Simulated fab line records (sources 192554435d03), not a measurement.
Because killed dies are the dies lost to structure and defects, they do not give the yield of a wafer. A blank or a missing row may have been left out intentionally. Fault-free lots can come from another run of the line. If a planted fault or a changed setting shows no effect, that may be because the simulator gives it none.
What tool caused it? -- flow n5-finfet -- 24 lots with 72 wafers sampled at 5 steps, on a route of 1938 steps

WHAT EACH GAUGE READ, for each wafer
N5_BEOL_M11_RS_MEAS_57: the measuring method here is four-point-probe. Usual: M11_RS 0.149 ohm/sq, standard deviation 0.0049.
lot,measured,on,M11_RS (ohm/sq),flag
L075,day 11 16:58,film-metro-01,0.144 0.143 0.144,
L077,day 12 02:23,film-metro-02,0.141 0.144 0.143,
L074,day 12 04:32,film-metro-01,0.154 0.140 0.140,
L076,day 12 10:34,film-metro-01,0.158 0.139 0.142,
L079,day 13 03:33,film-metro-02,0.155 0.149 0.149,
L078,day 13 08:26,film-metro-01,0.145 0.146 0.145,
L081,day 13 16:00,film-metro-02,0.150 0.158 0.151,
L080,day 13 16:13,film-metro-02,0.157 0.145 0.155,
L083,day 14 12:32,film-metro-01,0.141 0.146 0.153,
L085,day 14 23:48,film-metro-01,0.156 0.148 0.158,
L082,day 15 00:04,film-metro-01,0.152 0.149 0.156,
L084,day 15 00:15,film-metro-02,0.149 0.146 0.149,
L086,day 15 00:21,film-metro-02,0.147 0.149 0.149,
L087,day 15 02:32,film-metro-02,0.139 0.146 0.145,
L088,day 15 18:56,film-metro-01,0.147 0.148 0.146,
L090,day 16 04:01,film-metro-02,0.149 0.144 0.152,
L089,day 16 04:01,film-metro-01,0.152 0.144 0.145,
L091,day 16 08:09,film-metro-02,0.153 0.152 0.150,
L093,day 16 19:08,film-metro-01,0.158 0.146 0.147,
L092,day 16 19:23,film-metro-02,0.154 0.149 0.151,
L097,day 17 01:57,film-metro-01,0.141 0.152 0.142,
L094,day 17 13:22,film-metro-02,0.152 0.147 0.149,
L095,day 17 17:53,film-metro-02,0.142 0.160 0.151,
L096,day 17 19:05,film-metro-02,0.144 0.146 0.151,

N5_BEOL_M12_OVL_MEAS_11. Usual: V11_OVL -2 nm, standard deviation 5.3.
lot,measured,on,V11_OVL (nm),flag
L075,day 11 17:37,overlay-01,-1 -1 2,
L077,day 12 02:55,overlay-02,-3 -7 0,
L074,day 12 05:04,overlay-01,-5 11 3,
L076,day 12 11:13,overlay-01,1 0 2,
L079,day 13 04:05,overlay-01,-3 5 -1,
L078,day 13 09:01,overlay-02,-7 -2 -4,
L081,day 13 16:39,overlay-02,4 0 10,
L080,day 13 16:52,overlay-02,-11 -4 -7,
L083,day 14 13:04,overlay-02,-5 2 -2,
L085,day 15 00:29,overlay-01,-3 0 -6,
L082,day 15 00:43,overlay-02,-1 -3 -3,
L084,day 15 00:46,overlay-01,0 -3 6,
L086,day 15 01:00,overlay-01,5 -9 2,
L087,day 15 03:11,overlay-02,-11 -7 -3,
L088,day 15 19:35,overlay-02,-3 7 3,
L090,day 16 04:32,overlay-02,-5 -5 -11,
L089,day 16 04:43,overlay-02,-1 2 -5,
L091,day 16 08:41,overlay-02,1 5 -2,
L093,day 16 19:40,overlay-02,-17 -5 -11,
L092,day 16 20:03,overlay-01,-1 -5 1,
L097,day 17 02:36,overlay-02,-1 6 -6,
L094,day 17 13:54,overlay-01,-2 -3 5,
L095,day 17 18:27,overlay-02,-11 5 -4,
L096,day 17 22:14,overlay-01,5 0 5,

TOOL THAT RAN EACH LOT (tool first, then ch and the chambers of the sampled wafers, then the start)
lot,N5_BEOL_M11_TRENCH_ETCH_37,N5_BEOL_M11_CURE_72,N5_BEOL_M11_SURFACE_TREAT_76
L075,"rie-diel-04 ch 1,3, day 11 14:38 or earlier","uv-cure-01 ch 0, day 11 14:38","pvd-sputter-03, day 11 15:51"
L077,"rie-diel-04 ch 1,2,3, day 11 22:08 or earlier","uv-cure-03 ch 2, day 11 22:08","pvd-sputter-03, day 11 23:28"
L074,"rie-diel-01 ch 1,2,3, day 12 02:10 or earlier","uv-cure-03 ch 2, day 12 02:10","pvd-sputter-02, day 12 03:08"
L076,"rie-diel-01 ch 1,2,3, day 12 05:24 or earlier","uv-cure-01 ch 2, day 12 05:24","pvd-sputter-02, day 12 07:34"
L079,"rie-diel-06 ch 1,2, day 13 00:28 or earlier","uv-cure-02 ch 1, day 13 00:28","pvd-sputter-01, day 13 01:42"
L078,"rie-diel-04 ch 1,3, day 13 04:40 or earlier","uv-cure-03 ch 1, day 13 04:40","pvd-sputter-01, day 13 07:18"
L081,"rie-diel-06 ch 1,2,3, day 13 13:41 or earlier","uv-cure-02 ch 1, day 13 13:41","pvd-sputter-02, day 13 14:48"
L080,"rie-diel-01 ch 0,1,2, day 13 13:51 or earlier","uv-cure-01 ch 2, day 13 13:51","pvd-sputter-02, day 13 14:50"
L083,"rie-diel-01 ch 0,2,3, day 14 09:36 or earlier","uv-cure-03 ch 1, day 14 09:36","pvd-sputter-02, day 14 10:42"
L085,"rie-diel-06 ch 1,3, day 14 20:44 or earlier","uv-cure-03 ch 0, day 14 20:44","pvd-sputter-01, day 14 22:30"
L082,"rie-diel-01 ch 0,1,3, day 14 21:00 or earlier","uv-cure-01 ch 1, day 14 21:00","pvd-sputter-01, day 14 22:37"
L084,"rie-diel-04 ch 0,1,3, day 14 21:10 or earlier","uv-cure-02 ch 0, day 14 21:10","pvd-sputter-01, day 14 22:47"
L086,"rie-diel-04 ch 0,1,3, day 14 22:14 or earlier","uv-cure-01 ch 1, day 14 22:14","pvd-sputter-01, day 14 23:03"
L087,"rie-diel-01 ch 2,3, day 14 22:51 or earlier","uv-cure-02 ch 1, day 14 22:51","pvd-sputter-01, day 15 01:13"
L088,"rie-diel-04 ch 0,1, day 15 15:55 or earlier","uv-cure-03 ch 2, day 15 15:55","pvd-sputter-01, day 15 17:15"
L090,"rie-diel-01 ch 0,2, day 16 01:14 or earlier","uv-cure-03 ch 1, day 16 01:14","pvd-sputter-03, day 16 02:29"
L089,"rie-diel-04 ch 1,3, day 16 01:29 or earlier","uv-cure-03 ch 2, day 16 01:29","pvd-sputter-03, day 16 02:27"
L091,"rie-diel-01 ch 0,1, day 16 05:26 or earlier","uv-cure-02 ch 0, day 16 05:26","pvd-sputter-01, day 16 06:48"
L093,"rie-diel-01 ch 1,3, day 16 15:07 or earlier","uv-cure-03 ch 2, day 16 15:07","pvd-sputter-02, day 16 16:07"
L092,"rie-diel-06 ch 0,1,2, day 16 15:32 or earlier","uv-cure-01 ch 1, day 16 15:32","pvd-sputter-03, day 16 17:59"
L097,"rie-diel-01 ch 0,2, day 16 22:13 or earlier","uv-cure-03 ch 1, day 16 22:13","pvd-sputter-01, day 17 00:34"
L094,"rie-diel-01 ch 0,2,3, day 17 08:59 or earlier","uv-cure-03 ch 1, day 17 08:59","pvd-sputter-03, day 17 11:43"
L095,"rie-diel-01 ch 0,1,3, day 17 13:47 or earlier","uv-cure-03 ch 2, day 17 13:47","pvd-sputter-03, day 17 16:37"
L096,"rie-diel-04 ch 0,2,3, day 17 16:33 or earlier","uv-cure-03 ch 1, day 17 16:33","pvd-sputter-03, day 17 17:16"
- N5_BEOL_M11_TRENCH_ETCH_37: etches SiCOH lowk in C4F6/O2, target depth 148.83 nm, time 48 s.
- N5_BEOL_M11_CURE_72: cures SiCOH lowk, time 120 s.
- N5_BEOL_M11_SURFACE_TREAT_76

AS READ BY THE TOOLS THEMSELVES (means over the sampled wafers that have a number; for cases with no such wafer, the mark the record gives instead)
N5_BEOL_M11_TRENCH_ETCH_37. Usual: drypump-motor-current-A 5.5 A, standard deviation 0.4; oes-product-au 0.82 a.u., standard deviation 0.069; rf-vpp-V 664 V, standard deviation 15; showerhead-plenum-p-Torr 2.84 Torr, standard deviation 0.075; throttle-valve-pct 20.95 %, standard deviation 0.27.
lot,tool,drypump-motor-current-A (A),oes-product-au (a.u.),rf-vpp-V (V),showerhead-plenum-p-Torr (Torr),throttle-valve-pct (%),flag
L075,rie-diel-04,5.3,0.92,655,2.84,20.93,
L077,rie-diel-04,5.5,0.87,662,2.80,20.88,
L074,rie-diel-01,5.4,0.80,669,2.92,21.11,
L076,rie-diel-01,5.4,0.80,669,2.92,21.11,
L079,rie-diel-06,5.5,0.85,672,2.85,20.58,
L078,rie-diel-04,5.5,0.90,660,2.86,20.97,
L081,rie-diel-06,5.3,0.80,661,2.81,20.67,
L080,rie-diel-01,5.7,0.80,662,2.87,20.88,
L083,rie-diel-01,5.6,0.82,665,2.84,20.93,
L085,rie-diel-06,5.2,0.77,650,2.78,20.77,
L082,rie-diel-01,5.8,0.79,676,2.87,20.92,
L084,rie-diel-04,5.4,0.87,661,2.86,21.03,
L086,rie-diel-04,5.4,0.87,662,2.86,21.03,
L087,rie-diel-01,5.2,0.81,660,2.88,21.14,
L088,rie-diel-04,5.5,0.88,668,2.90,21.08,
L090,rie-diel-01,5.9,0.83,657,2.80,20.69,
L089,rie-diel-04,5.4,0.86,659,2.85,21.01,
L091,rie-diel-01,5.9,0.76,671,2.89,20.92,
L093,rie-diel-01,5.4,0.77,683,2.90,21.17,
L092,rie-diel-06,5.5,0.79,660,2.78,20.85,
L097,rie-diel-01,5.5,0.81,651,2.83,20.93,
L094,rie-diel-01,5.6,0.80,665,2.83,20.94,
L095,rie-diel-01,5.8,0.77,676,2.86,20.95,
L096,rie-diel-04,5.4,0.80,663,2.79,20.97,

N5_BEOL_M11_CURE_72. Usual: lamp-power-pct 52.31 %, standard deviation 0.05; wafer_temp_C_max 371.5, standard deviation 0.38.
lot,tool,lamp-power-pct (%),wafer_temp_C_max,flag
L075,uv-cure-01,52.32,371.3,
L077,uv-cure-03,52.30,371.5,
L074,uv-cure-03,52.26,371.6,
L076,uv-cure-01,52.34,371.4,
L079,uv-cure-02,52.28,371.5,
L078,uv-cure-03,52.30,371.6,
L081,uv-cure-02,52.29,371.5,
L080,uv-cure-01,52.31,371.6,
L083,uv-cure-03,52.32,371.7,
L085,uv-cure-03,52.33,372.3,
L082,uv-cure-01,52.29,371.5,
L084,uv-cure-02,52.32,371.5,
L086,uv-cure-01,52.36,371.0,
L087,uv-cure-02,52.32,371.2,
L088,uv-cure-03,52.27,371.4,
L090,uv-cure-03,52.34,371.7,
L089,uv-cure-03,52.31,371.2,
L091,uv-cure-02,52.32,371.8,
L093,uv-cure-03,52.34,371.3,
L092,uv-cure-01,52.27,371.4,
L097,uv-cure-03,52.34,371.7,
L094,uv-cure-03,52.33,371.8,
L095,uv-cure-03,52.34,371.5,
L096,uv-cure-03,52.28,371.2,

THE ANSWER, worked out from the rows above alone
Rule: a lot is off if the mean of its wafers that have a number lies more than 3 standard deviations from the usual mean. Also off: a lot with no number at a reading for which 4 or more lots have one. All remaining lots with rows at the step are treated as sound. After the gauges, taken in route order, come the tools' own readings; for these a lot's mean is taken, as printed above. At the first step where some lot is off, the reading lying furthest off is the one used; lots without a number count as furthest.
No lot is off on any of the readings shown, so nothing can be concluded from this.

WHAT THE SIMULATOR PUT IN
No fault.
